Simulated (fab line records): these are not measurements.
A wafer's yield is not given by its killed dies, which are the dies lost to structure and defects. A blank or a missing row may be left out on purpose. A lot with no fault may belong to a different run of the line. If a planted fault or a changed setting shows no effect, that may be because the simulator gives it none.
Which of the tools did it?	flow n5 finfet	72 wafers from 24 lots sampled at 3 of the route's 1938 steps

WHAT EACH GAUGE READ, for each wafer
N5_BEOL_M9_RS_MEAS_57: a four-point-probe measurement.
lot	measured	on	M9_RS (ohm/sq)
L074	day 9 18:46	film metro-01	0.158 0.154 0.149
L075	day 9 22:29	film metro-01	0.146 0.153 0.151
L076	day 10 08:30	film metro-02	0.153 0.159 0.153
L077	day 10 08:55	film metro-02	0.155 0.155 0.150
L078	day 10 15:21	film metro-02	0.157 0.150 0.156
L079	day 10 23:03	film metro-02	0.152 0.151 0.152
L080	day 11 00:15	film metro-02	0.156 0.148 0.149
L082	day 11 15:26	film metro-02	0.149 0.147 0.144
L081	day 11 20:44	film metro-02	0.150 0.152 0.148
L083	day 11 21:59	film metro-02	0.150 0.148 0.148
L084	day 12 05:52	film metro-02	0.153 0.153 0.159
L086	day 12 09:53	film metro-02	0.155 0.153 0.152
L085	day 12 21:43	film metro-01	0.153 0.146 0.146
L087	day 12 22:45	film metro-01	0.151 0.146 0.153
L089	day 13 05:13	film metro-02	0.154 0.149 0.146
L088	day 13 05:25	film metro-01	0.146 0.148 0.149
L090	day 13 22:32	film metro-02	0.154 0.153 0.152
L091	day 14 05:44	film metro-02	0.149 0.142 0.149
L092	day 14 08:38	film metro-02	0.152 0.150 0.149
L093	day 14 09:16	film metro-01	0.149 0.148 0.151
L094	day 14 20:58	film metro-02	0.151 0.147 0.152
L095	day 15 00:59	film metro-01	0.157 0.150 0.156
L097	day 15 09:39	film metro-02	0.152 0.147 0.149
L096	day 15 13:09	film metro-01	0.143 0.149 0.151

EACH LOT AND THE TOOL THAT RAN IT (in order: tool; ch and the chambers of the sampled wafers; start)
lot	N5_BEOL_M9_DEGAS_44	N5_BEOL_M9_ANNEAL_51
L074	pvd sputter-03, day 9 16:27	rtp anneal-02 ch 0, day 9 18:00
L075	pvd sputter-01, day 9 20:09	rtp anneal-02 ch 0, day 9 21:38
L076	pvd sputter-03, day 10 06:46	rtp anneal-02 ch 0, day 10 07:49
L077	pvd sputter-02, day 10 07:22	rtp anneal-02 ch 0, day 10 08:10
L078	pvd sputter-01, day 10 13:39	rtp anneal-01 ch 0, day 10 14:39
L079	pvd sputter-03, day 10 20:08	rtp anneal-01 ch 0, day 10 22:19
L080	pvd sputter-01, day 10 22:36	rtp anneal-02 ch 0, day 10 23:34
L082	pvd sputter-03, day 11 13:37	rtp anneal-02 ch 0, day 11 14:45
L081	pvd sputter-02, day 11 18:22	rtp anneal-02 ch 0, day 11 20:01
L083	pvd sputter-03, day 11 20:01	rtp anneal-01 ch 0, day 11 21:21
L084	pvd sputter-01, day 12 03:43	rtp anneal-02 ch 0, day 12 05:09
L086	pvd sputter-03, day 12 07:54	rtp anneal-02 ch 0, day 12 09:12
L085	pvd sputter-01, day 12 20:04	rtp anneal-02 ch 0, day 12 20:58
L087	pvd sputter-01, day 12 20:59	rtp anneal-02 ch 0, day 12 22:08
L089	pvd sputter-03, day 13 02:35	rtp anneal-01 ch 0, day 13 04:32
L088	pvd sputter-03, day 13 02:40	rtp anneal-02 ch 0, day 13 04:44
L090	pvd sputter-01, day 13 20:38	rtp anneal-01 ch 0, day 13 21:55
L091	pvd sputter-01, day 14 04:07	rtp anneal-02 ch 0, day 14 05:00
L092	pvd sputter-01, day 14 06:52	rtp anneal-01 ch 0, day 14 07:55
L093	pvd sputter-01, day 14 07:43	rtp anneal-01 ch 0, day 14 08:32
L094	pvd sputter-01, day 14 19:14	rtp anneal-02 ch 0, day 14 20:13
L095	pvd sputter-01, day 14 23:01	rtp anneal-01 ch 0, day 15 00:16
L097	pvd sputter-03, day 15 07:11	rtp anneal-02 ch 0, day 15 08:59
L096	pvd sputter-01, day 15 09:52	rtp anneal-01 ch 0, day 15 12:25
- N5_BEOL_M9_DEGAS_44: time 60 s.
- N5_BEOL_M9_ANNEAL_51: time 90 s.

WHAT THE TOOLS THEMSELVES READ (means of the sampled wafers that have a number; where no wafer has one, the mark that the record gives instead)
N5_BEOL_M9_DEGAS_44.
lot	tool	heater power w (W)	susceptor temp C (C)
L074	pvd sputter-03	306	250.23
L075	pvd sputter-01	368	249.70
L076	pvd sputter-03	325	250.00
L077	pvd sputter-02	320	249.81
L078	pvd sputter-01	326	250.09
L079	pvd sputter-03	332	250.02
L080	pvd sputter-01	353	249.91
L082	pvd sputter-03	311	250.05
L081	pvd sputter-02	328	249.86
L083	pvd sputter-03	328	249.92
L084	pvd sputter-01	332	250.09
L086	pvd sputter-03	307	249.97
L085	pvd sputter-01	327	250.01
L087	pvd sputter-01	355	250.08
L089	pvd sputter-03	323	250.18
L088	pvd sputter-03	315	250.16
L090	pvd sputter-01	345	250.04
L091	pvd sputter-01	332	250.00
L092	pvd sputter-01	331	249.93
L093	pvd sputter-01	327	250.01
L094	pvd sputter-01	326	249.98
L095	pvd sputter-01	337	250.10
L097	pvd sputter-03	302	249.83
L096	pvd sputter-01	344	249.81

N5_BEOL_M9_ANNEAL_51.
lot	tool	wafer_temp_C_max
L074	rtp anneal-02	225.7
L075	rtp anneal-02	225.8
L076	rtp anneal-02	225.8
L077	rtp anneal-02	225.7
L078	rtp anneal-01	226.6
L079	rtp anneal-01	226.8
L080	rtp anneal-02	225.8
L082	rtp anneal-02	226.0
L081	rtp anneal-02	225.9
L083	rtp anneal-01	226.5
L084	rtp anneal-02	225.9
L086	rtp anneal-02	226.1
L085	rtp anneal-02	225.8
L087	rtp anneal-02	225.6
L089	rtp anneal-01	226.7
L088	rtp anneal-02	225.9
L090	rtp anneal-01	227.0
L091	rtp anneal-02	225.4
L092	rtp anneal-01	227.1
L093	rtp anneal-01	226.5
L094	rtp anneal-02	226.0
L095	rtp anneal-01	226.4
L097	rtp anneal-02	225.8
L096	rtp anneal-01	226.9

THE ANSWER, worked out from the rows above alone
Rule: what is usual is taken from the lots themselves. Put in order of their means at a reading, lots are off if they are a third of the lots or fewer, leave a main group of 4 or more, and stand apart from it by a gap of 3 or more times the standard deviation of the main group's means; of several such gaps the widest counts. The tables above print the reading to a certain number of digits; a main group whose means all agree to those digits is not used. A lot without any number at a reading at which 4 lots or more have one is off too. Any other lot the step has rows for is counted as sound. After the gauges, taken in route order, come the tools' own readings; for these a lot's mean is taken, as printed above. At the first step where some lot is off, the reading lying furthest off is the one used; lots without a number count as furthest.
Across all readings shown, no lot is off: no conclusion can be drawn from this.

WHAT THE SIMULATOR HAD INSERTED
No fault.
